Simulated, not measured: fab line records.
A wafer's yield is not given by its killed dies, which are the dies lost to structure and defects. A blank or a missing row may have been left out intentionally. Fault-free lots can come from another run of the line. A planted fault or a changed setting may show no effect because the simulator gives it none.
fab line records -- flow n5-finfet
record: lots: 4, wafers: 12, last-day: 17
route steps=1938 shown PMOS_HMC_CHANNEL_EPI@73 FIN_SAQP@90 FIN_CUT@165 BEOL_M4@1111 PASSIVATION@1936
lots that met no fault: taken from a fault-free run of the same line
start-h: start of the lot's first displayed wafer, in hours after the record's first day -- wait-h: hours since the lot's step before -- " same as the row above -- L1.1+2: several wafers, shown together as one row -- - no value, or no start given -- * or withheld: withheld -- < > ~ a bound
route shown NAME@n: NAME is a module with steps in the file, n the number in the route of the first one -- usual: mean and standard deviation over wafers with no fault -- same: alike in all rows -- chamber/n: place in a boat -- sites: each site's reading -- _std_site: how widely they spread, as a standard deviation -- _edge_site: the outer-site mean with the inner-site mean subtracted -- radius-mm: how far each site lies from the wafer's centre -- mask NAME#n: copy n -- behind: tool/chamber where the wafer was last shaped -- hold: the reason the lot was held/the length of the hold in hours/how it ended -- device: the n, p or np transistor that did not switch -- end of line: tests run on the same wafers once the route is complete -- a step given without rows: its recipe and nothing more -- killed: count of dies lost to structure and defects at first sort (not the wafer's yield) -- map: dies across one wafer; x = killed, . = not, _ = none there
set.NAME: the run value of the setting; set.NAME@STEP: its run value at that earlier step -- model.NAME: the simulator's own value behind a step, which no gauge read
lots seen at some steps along the route; tables by step, rows by wafer
services: from which hour (start-h, from the record's first day; less than 0 if before it) a tool's chamber was out of use, for how many hours, and why
== steps ==
step: N5_PMOS_HMC_CHANNEL_EPI_ETCH_38
recipe: chemistry: CF4, target: SiO2, target-depth-a: 15, ion-energy-ev: 350, pressure-mtorr: 10, icp-w: 800, bias-w: 400, cf4-flow-sccm: 80
step: N5_PMOS_HMC_CHANNEL_EPI_FIN_RECESS_16
recipe: chemistry: HBr/Cl2, target: Si, mask-material: SiO2, target-depth-a: 540, time-s: 18, pressure-mtorr: 10, icp-w: 800, bias-w: 75, HBr_flow_sccm: 150, Cl2_flow_sccm: 80
step: N5_PMOS_HMC_CHANNEL_EPI_PRECLEAN_36
recipe: chemistry: O3/DIW, time-s: 45, temp-c: 22, o3-ppm: 10
step: N5_PMOS_HMC_CHANNEL_EPI_PRECLEAN_18
recipe: chemistry: DHF, time-s: 30, temp-c: 25, dilution: withheld
step: N5_PMOS_HMC_CHANNEL_EPI_SRD_19
recipe: dry: ipa-marangoni, do-ppb: 5, time-s: 30, temp-c: 23, rinse-liquid: diw
step: N5_PMOS_HMC_CHANNEL_EPI_EPI_20
recipe: material: SiGe30, mask-material: SiO2, pressure-torr: 20, target-thk-a: 590, temp-c: 600
step: N5_PMOS_HMC_CHANNEL_EPI_HM_STRIP_35
recipe: chemistry: dHF, temp-c: 25, material: SiO2, target: SiO2, target-depth-a: 396, time-s: 216
step: N5_PMOS_HMC_CHANNEL_EPI_SRD_39
recipe: dry: ipa-marangoni, time-s: 30, temp-c: 23, rinse-liquid: diw
step: N5_PMOS_HMC_CHANNEL_EPI_CMP_21
recipe: material: SiGe30, post-cmp-clean: alkaline-brush, target-thk-nm: 54
step: N5_PMOS_HMC_CHANNEL_EPI_PRECLEAN_40
recipe: chemistry: DHF, time-s: 30, temp-c: 25, dilution: withheld
step: N5_PMOS_HMC_CHANNEL_EPI_PRECLEAN_37
recipe: chemistry: O3/DIW, time-s: 45, temp-c: 22, o3-ppm: 10
step: N5_PMOS_HMC_CHANNEL_EPI_PRECLEAN_24
recipe: chemistry: DHF, time-s: 30, temp-c: 25, dilution: withheld
lot.wafer,tool,chamber,start-h,wait-h
L331.1+2+5,wet-bench-01,"7,2,6",19.73,0.0
L339.1+3+6,wet-bench-01,"5,1,2",67.65,0.0
L342.4+5+6,wet-bench-01,"1,7,2",86.48,0.0
L353.1+2+4,wet-bench-01,"7,2,1",152.64,0.0
step: N5_PMOS_HMC_CHANNEL_EPI_SRD_25
recipe: dry: ipa-marangoni, do-ppb: 5, time-s: 30, temp-c: 23, rinse-liquid: diw
step: N5_PMOS_HMC_CHANNEL_EPI_EPI_26
recipe: material: Si, target-thk-a: 38, temp-c: 650, precursor: SiH4/H2, pressure-torr: 20, time-s: 22.7
step: N5_PMOS_HMC_CHANNEL_EPI_INSPECT_30
recipe: inspect-instrument: darkfield, mode: post-epi
usual: raw-defect-count: 19/6.3
lot.wafer,tool,chamber,start-h,wait-h,raw-defect-count
L331.1,defect-inspect-01,-,20.15,0.0,16
L331.2,defect-inspect-01,-,20.15,0.0,14
L331.5,defect-inspect-01,-,20.15,0.0,10
L339.1,defect-inspect-02,-,68.08,0.0,551
L339.3,defect-inspect-02,-,68.08,0.0,560
L339.6,defect-inspect-02,-,68.08,0.0,615
L342.4,defect-inspect-02,-,86.91,0.0,548
L342.5,defect-inspect-02,-,86.91,0.0,581
L342.6,defect-inspect-02,-,86.91,0.0,576
L353.1,defect-inspect-02,-,153.07,0.0,18
L353.2,defect-inspect-02,-,153.07,0.0,16
L353.4,defect-inspect-02,-,153.07,0.0,19
step: N5_FIN_SAQP_PRECLEAN_42
recipe: chemistry: O3/DIW, time-s: 60, temp-c: 22, o3-ppm: 10
step: N5_FIN_SAQP_PRECLEAN_00
recipe: chemistry: SC1, time-s: 60, temp-c: 55, mix: 1:2:50
step: N5_FIN_SAQP_PRECLEAN_44
recipe: chemistry: SC2, time-s: 45, temp-c: 35, mix: 1:1:50
step: N5_FIN_SAQP_SRD_01
recipe: dry: ipa-marangoni, time-s: 30, temp-c: 23, rinse-liquid: diw
step: N5_FIN_SAQP_ALD_61
recipe: material: SiO2, target-thk-a: 40, temp-c: 300, ald-precursor-family: BDEAS, ald-co-reactant: O2-plasma, pulse-time-s: 1, purge-time-s: 2, co-reactant-purge-time-s: 2, ald-cycles: 43, pressure-torr: 2
step: N5_FIN_SAQP_DENSIFY_62
recipe: temp-c: 700, time-s: 60, ambient: N2, idle-temp-c: 600, ramp-up-c-per-s: 150, ramp-down-c-per-s: 60, cool-to-c: 600
step: N5_FIN_SAQP_HM_DEP_03
recipe: material: SiNx, target-thk-a: 380, temp-c: 400, precursor: SiH4/NH3/N2, pressure-torr: 1.5, rf-w: 300, time-s: 33.6
step: N5_FIN_SAQP_PECVD_47
recipe: material: a-Si, target-thk-a: 450, temp-c: 400, precursor: SiH4/He, pressure-torr: 3, rf-w: 100, time-s: 36.3
step: N5_FIN_SAQP_PECVD_48
recipe: material: SiNx, target-thk-a: 250, temp-c: 400, precursor: SiH4/NH3/N2, pressure-torr: 1.5, rf-w: 300, time-s: 22.1
step: N5_FIN_SAQP_PECVD_06
recipe: material: a-Si, target-thk-a: 600, temp-c: 400, precursor: SiH4/He, pressure-torr: 3, rf-w: 100, time-s: 48.1
step: N5_FIN_SAQP_HM_DEP_72
recipe: material: SiO2, target-thk-a: 120, temp-c: 400, precursor: SiH4/N2O, pressure-torr: 0.75, rf-w: 275, time-s: 7.2
step: N5_FIN_SAQP_COAT_49
recipe: resist: SOC, temp-c: 250, time-s: 60, spin-rpm: 1500, resist-thk-nm: 100
step: N5_FIN_SAQP_COAT_50
recipe: resist: SiARC, temp-c: 220, time-s: 60, spin-rpm: 1500, resist-thk-nm: 35
step: N5_FIN_SAQP_COAT_10
recipe: resist: CAR-ArF, spin-rpm: 1500, resist-thk-nm: 90
step: N5_FIN_SAQP_EBR_12
recipe: solvent: PGMEA, ebr-width-mm: 1.5
step: N5_FIN_SAQP_SOFTBAKE_11
recipe: temp-c: 110, time-s: 60, resist: CAR-ArF
step: N5_FIN_SAQP_EXPOSE_13
recipe: mask-id: FIN_CORE, na: 1.35, source-shape: dipole, sigma-inner: 0.538, sigma-outer: 0.738, polarization: te, target-cd-nm: 35.6, dose-mj: 63.25
step: N5_FIN_SAQP_PEB_14
recipe: peb-temp-c: withheld, peb-time-s: 60, resist: CAR-ArF
step: N5_FIN_SAQP_DEVELOP_15
recipe: develop-time-s: 30, developer: TMAH, resist: CAR-ArF, dev-temp-c: 23, rinse-liquid: diw, dry: air-spin
step: N5_FIN_SAQP_INSPECT_18
recipe: mode: adi, inspect-instrument: brightfield
usual: raw-defect-count: 417/120
lot.wafer,tool,chamber,start-h,wait-h,raw-defect-count
L331.1,defect-inspect-02,-,21.74,0.0,238
L331.2,defect-inspect-02,-,21.74,0.0,386
L331.5,defect-inspect-02,-,21.74,0.0,264
L339.1,defect-inspect-02,-,69.77,0.0,772
L339.3,defect-inspect-02,-,69.77,0.0,946
L339.6,defect-inspect-02,-,69.77,0.0,835
L342.4,defect-inspect-01,-,88.29,0.0,864
L342.5,defect-inspect-01,-,88.29,0.0,876
L342.6,defect-inspect-01,-,88.29,0.0,849
L353.1,defect-inspect-02,-,154.34,0.0,402
L353.2,defect-inspect-02,-,154.34,0.0,530
L353.4,defect-inspect-02,-,154.34,0.0,453
step: N5_FIN_SAQP_DESCUM_21
recipe: chemistry: O2, time-s: 7.9, source-power-w: 50, bias-power-w: 20, pressure-mtorr: 20, rf-frequency-hz: 2.712e+07, temp-c: 40, resist: CAR-ArF, o2-flow-sccm: 225
step: N5_FIN_SAQP_INSPECT_40
recipe: inspect-instrument: brightfield, mode: aei
usual: raw-defect-count: 224/69
lot.wafer,tool,chamber,start-h,wait-h,raw-defect-count
L331.1,defect-inspect-02,-,25.99,0.0,168
L331.2,defect-inspect-02,-,25.99,0.0,228
L331.5,defect-inspect-02,-,25.99,0.0,117
L339.1,defect-inspect-01,-,74.13,0.0,679
L339.3,defect-inspect-01,-,74.13,0.0,694
L339.6,defect-inspect-01,-,74.13,0.0,721
L342.4,defect-inspect-02,-,93.73,0.0,684
L342.5,defect-inspect-02,-,93.73,0.0,786
L342.6,defect-inspect-02,-,93.73,0.0,744
L353.1,defect-inspect-02,-,158.78,0.0,228
L353.2,defect-inspect-02,-,158.78,0.0,305
L353.4,defect-inspect-02,-,158.78,0.0,162
step: N5_FIN_CUT_INSPECT_10
recipe: mode: adi, inspect-instrument: brightfield
usual: raw-defect-count: 42/12
lot.wafer,tool,chamber,start-h,wait-h,raw-defect-count
L331.1,defect-inspect-01,-,26.38,0.1,28
L331.2,defect-inspect-01,-,26.38,0.1,33
L331.5,defect-inspect-01,-,26.38,0.1,26
L339.1,defect-inspect-02,-,74.59,0.1,563
L339.3,defect-inspect-02,-,74.59,0.1,571
L339.6,defect-inspect-02,-,74.59,0.1,618
L342.4,defect-inspect-01,-,94.13,0.0,566
L342.5,defect-inspect-01,-,94.13,0.0,590
L342.6,defect-inspect-01,-,94.13,0.0,603
L353.1,defect-inspect-01,-,159.29,0.1,45
L353.2,defect-inspect-01,-,159.29,0.1,50
L353.4,defect-inspect-01,-,159.29,0.1,34
step: N5_BEOL_M4_RC_MEAS_101
usual: DIBL_N: 36.0/2.5, DIBL_P: 36.2/3, IOFF_N: 0.16/0.044, IOFF_P: 0.21/0.049, ION_N: 671/15, ION_P: 461/8.7, SS_N: 71.5/0.72, SS_P: 73.4/0.9, VT_N: 251/4.4, VT_P: -250/4
lot.wafer,tool,chamber,start-h,wait-h,DIBL_N[mV/V],DIBL_P[mV/V],IOFF_N[nA/um],IOFF_P[nA/um],ION_N[uA/um],ION_P[uA/um],SS_N[mV/dec],SS_P[mV/dec],VT_N[mV],VT_P[mV]
L331.1,prober-01,0,180.05,0.0,36.4,36.1,0.16,0.24,668,463,71.9,73.5,251,-245
L331.2,prober-01,0,180.05,0.0,34.6,33.4,0.13,0.19,667,458,71.3,72.1,254,-247
L331.5,prober-01,0,180.05,0.0,36.0,35.2,0.15,0.22,665,460,71.6,72.7,250,-245
L339.1,prober-01,0,222.53,0.0,38.7,38.9,0.19,0.24,689,472,72.0,75.0,250,-251
L339.3,prober-01,0,222.53,0.0,31.1,28.8,0.08,0.11,635,434,70.0,71.6,260,-260
L339.6,prober-01,0,222.53,0.0,39.4,39.3,0.20,0.25,676,463,72.0,75.2,248,-250
L342.4,prober-02,0,252.35,0.5,35.2,34.6,0.13,0.18,665,453,71.1,72.8,252,-253
L342.5,prober-02,0,252.35,0.5,34.5,33.7,0.12,0.16,666,456,71.1,71.6,255,-253
L342.6,prober-02,0,252.35,0.5,35.7,34.2,0.14,0.16,659,451,71.3,72.6,253,-256
L353.1,prober-01,0,308.34,0.0,39.0,39.1,0.20,0.29,666,460,72.7,74.2,248,-248
L353.2,prober-01,0,308.34,0.0,35.8,35.5,0.15,0.20,658,457,71.9,72.7,252,-250
L353.4,prober-01,0,308.34,0.0,35.1,34.9,0.14,0.19,684,470,70.8,73.6,250,-250
step: N5_PASSIVATION_PROBE_49
usual: defect-limited-yield: 91.7/1.4, killed_at_M0_to_M3: 31/11, killed_at_M4_up: 13/4.6, killed-at-contacts: 13/6.7, killed-at-front-end: 39/9.6, killed-at-other: 3.5/2.8, killed-dies: 98/16, killed-on-rim: 13/4.2, killed-open: 64/11, killed-short: 33/8.5, sort_bin_5_function: 4.9/0.96, sort_bin_6_memory: 3.1/0.59, sort_bin_8_speed: 0.2/1.3, sort-n-pass: 1080/23
same: gross-dies: 1180, killed-at-back-side: 0, sort_bin_4_leakage[%]: 0
lot.wafer,tool,chamber,start-h,wait-h,defect-limited-yield[%],killed_at_M0_to_M3,killed_at_M4_up,killed-at-contacts,killed-at-front-end,killed-at-other,killed-dies,killed-on-rim,killed-open,killed-short,sort_bin_5_function[%],sort_bin_6_memory[%],sort_bin_8_speed[%],sort-n-pass
L331.1,prober-02,-,277.72,0.0,91.6,29,9,35,17,9,99,11,63,35,4.2,3.8,0,1081
L331.2,prober-02,-,277.77,0.1,94.7,9,6,20,22,5,62,6,39,21,2.5,2.5,0,1118
L331.5,prober-02,-,277.92,0.2,90.6,33,10,28,40,0,111,12,83,27,5.3,3.6,0,1069
L339.1,prober-01,-,337.31,0.0,87.7,16,11,6,102,10,145,27,64,20,7.5,3.3,0,1035
L339.3,prober-01,-,337.41,0.1,89.4,18,16,4,83,4,125,29,45,30,5.9,3.1,4.7,999
L339.6,prober-01,-,337.56,0.3,86.0,26,15,7,109,8,165,26,60,40,8.6,3.6,0,1015
L342.4,prober-01,-,348.04,0.2,88.1,41,10,17,69,3,140,28,58,28,7.7,2.8,0.2,1040
L342.5,prober-01,-,348.09,0.2,85.6,37,14,3,113,3,170,32,67,26,9.0,3.9,0.1,1010
L342.6,prober-01,-,348.14,0.3,87.9,34,9,11,86,3,143,24,64,19,7.3,3.6,0,1037
killed by level:class
L331.1 MOL_CONTACT_COAG:geometric-particle:open=23 MOL_CONTACT_COAG:geometric-particle:short=12 BEOL_M1:geometric-particle:open=12 STI_FIN_REVEAL:geometric-particle:open=4 BEOL_M1:geometric-particle:short=4 BEOL_M3:geometric-particle:open=4 BEOL_M4:geometric-particle:open=4 PAD_METAL:geometric-particle:short=4
L331.2 MOL_CONTACT_COAG:geometric-particle:open=17 FIN_SAQP:geometric-particle:short=8 FIN_SAQP:geometric-particle:open=4 DUMMY_GATE:geometric-particle:open=4 BEOL_M0_SAQP:geometric-particle:open=3 MOL_CONTACT_COAG:geometric-particle:short=3 PASS1_CAP:geometric-particle:short=3 BEOL_M1:geometric-particle:open=2
L331.5 MOL_CONTACT_COAG:geometric-particle:open=26 STI_FIN_REVEAL:geometric-particle:open=10 BEOL_M0_SAQP:geometric-particle:open=9 BEOL_M2:geometric-particle:open=6 FIN_SAQP:geometric-particle:open=5 BEOL_M0_SAQP:geometric-particle:short=5 BEOL_M1:geometric-particle:open=5 STI_FIN_REVEAL:geometric-particle:short=3
L339.1 PMOS_HMC_CHANNEL_EPI:unspecified=59 STI_FIN_REVEAL:geometric-particle:open=14 BEOL_M4:geometric-particle:open=8 FIN_SAQP:geometric-particle:open=6 MIM_TOP:geometric-particle:open=6 MOL_CONTACT_COAG:geometric-particle:open=5 STARTING-WAFER:geometric-particle:open=5 FIN_SAQP:geometric-particle:short=3
L339.3 PMOS_HMC_CHANNEL_EPI:unspecified=48 GATE_CUT:geometric-particle:short=11 BEOL_M4:geometric-particle:open=9 STI_FIN_REVEAL:geometric-particle:open=6 GATE_CUT:geometric-particle:open=4 BEOL_M0_SAQP:geometric-particle:short=4 BEOL_M3:geometric-particle:open=4 STARTING-WAFER:geometric-particle:open=4
L339.6 PMOS_HMC_CHANNEL_EPI:unspecified=62 GATE_CUT:geometric-particle:short=13 BEOL_M2:geometric-particle:open=7 BEOL_M3:geometric-particle:open=7 GATE_CUT:geometric-particle:open=6 FIN_SAQP:geometric-particle:short=5 STI_FIN_REVEAL:geometric-particle:open=5 MOL_CONTACT_COAG:geometric-particle:open=5
L342.4 PMOS_HMC_CHANNEL_EPI:unspecified=50 MOL_CONTACT_COAG:geometric-particle:open=15 BEOL_M0_SAQP:geometric-particle:short=11 BEOL_M3:geometric-particle:open=8 BEOL_M1:geometric-particle:open=6 BEOL_M2:geometric-particle:open=6 BEOL_M4:geometric-particle:open=6 FIN_SAQP:geometric-particle:open=4
L342.5 PMOS_HMC_CHANNEL_EPI:unspecified=75 BEOL_M3:geometric-particle:open=13 FIN_SAQP:geometric-particle:short=10 FIN_SAQP:geometric-particle:open=9 BEOL_M0_SAQP:geometric-particle:open=8 BEOL_M1:geometric-particle:open=7 BEOL_M4:geometric-particle:open=6 STI_FIN_REVEAL:geometric-particle:open=5
L342.6 PMOS_HMC_CHANNEL_EPI:unspecified=60 MOL_CONTACT_COAG:geometric-particle:open=9 BEOL_M1:geometric-particle:open=9 FIN_SAQP:geometric-particle:open=7 BEOL_M0_SAQP:geometric-particle:open=6 BEOL_M2:geometric-particle:open=6 STI_FIN_REVEAL:geometric-particle:open=5 BEOL_M4:geometric-particle:open=5
map L339.6 (x killed, . not)
_________________xx..........________________
______________xxxxx......x......_____________
___________xxxxxxx.x.x.x....x......__________
__________xxxxxxxxx................._________
________xxxxxxxxxxxx.....x...........x_______
_______xxxxxxxxxxxx....................______
______.xxx.xxxx.xx.x...............x...._____
_____xxx..xx....x........................____
____........xx.x.....x..................x.___
___..................................x.....__
___.x...x......x...x.......................__
__................x...x.....x.x............._
__.................x.............x.........._
_....x.x.............xx...........x.........x
_........x.xx..x.x.........x.................
_........x...x..x.xx..x........x.......xx....
_...x.................x.x...........xx.......
_.....x........x.x..........x.........x.x....
_....x.........................x...........x.
_....x.......................x...............
_..x.......x.x..........x..x.................
__..............x.........................x._
__..x.......x................x.....x........_
___.............x.xx..................x....__
___........................................__
____......x....x........x....x....x.x.....___
_____.......x..x........x..........x.....____
______........................x...x....._____
_______....................xxx.........______
________...xx.x.....x........x........_______
__________..............x..........._________
___________......x.................__________
______________.x.x..x.......x..._____________
_________________............________________
map L342.5 (x killed, . not)
_________________xxxxxxxxxxxx________________
______________x.xxxxxxxxxxxxxxx._____________
___________x....xxxxxxxxxxxxxxx....__________
__________......xxxxxxxxxxxx.....x.._________
________xx.....x..xxxxxxxxxxxx........_______
_______...........xxx.xxxx.......xx....______
______.......xx...x..x.xx.x...........x._____
_____.x...x.......x.....x................____
____.xx...x....x.x......................x.___
___........................x....x..........__
___......................x..............x..__
__...x.....x.............x....x............._
__.......x...x.............................._
_.....x.....................x................
_.x.............................x...........x
_..x......x...x..x..........xx...............
_............................................
_............................xx..x...........
_x...........x...........x...................
_........................x.....x........x....
_...........x.............................x..
__....x..........................x...x......_
__...x.............x.....x........x........._
___.................x......xx.x............__
___................x..x....x.xx............__
____....x...x...................x.........___
_____.............x...........x..........____
______.................................._____
_______x...x...........x............x..______
________.xx.......x......x............_______
__________....x.x..............x...._________
___________...x....x.x..x....x.....__________
______________...x........x....._____________
_________________............________________
== services ==
tool,chamber,start-h,hours,kind
wet-bench-01,-,131.33,1.1,repair
== key ==
first-sign: step: N5_PMOS_HMC_CHANNEL_EPI_INSPECT_30, reading: raw-defect-count, direction: up, sigmas: 88, usual: 19, struck: 572
effect: step: N5_FIN_SAQP_INSPECT_18, reading: raw-defect-count, direction: up, sigmas: 3.6, usual: 417, struck: 857
effect: step: N5_FIN_SAQP_INSPECT_40, reading: raw-defect-count, direction: up, sigmas: 7.1, usual: 224, struck: 718
effect: step: N5_FIN_CUT_INSPECT_10, reading: raw-defect-count, direction: up, sigmas: 45, usual: 42, struck: 585
effect: step: N5_PASSIVATION_PROBE_49, reading: killed-at-front-end, direction: up, sigmas: 5.7, usual: 39, struck: 94
more-kills-born-at: N5_PMOS_HMC_CHANNEL_EPI_PRECLEAN_24@wet-bench-01: 354
met-at N5_PMOS_HMC_CHANNEL_EPI_PRECLEAN_24
struck-wafers L339.1,L339.3,L339.6,L342.4,L342.5,L342.6
onset-between 19.73 67.65
fault: kind: chamber-particle-source, tool: wet-bench-01, chamber: -, onset-h: 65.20, steps: N5_PMOS_HMC_CHANNEL_EPI_PRECLEAN_24, rate-per-visit-cm2: 0.84395, end-h: 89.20
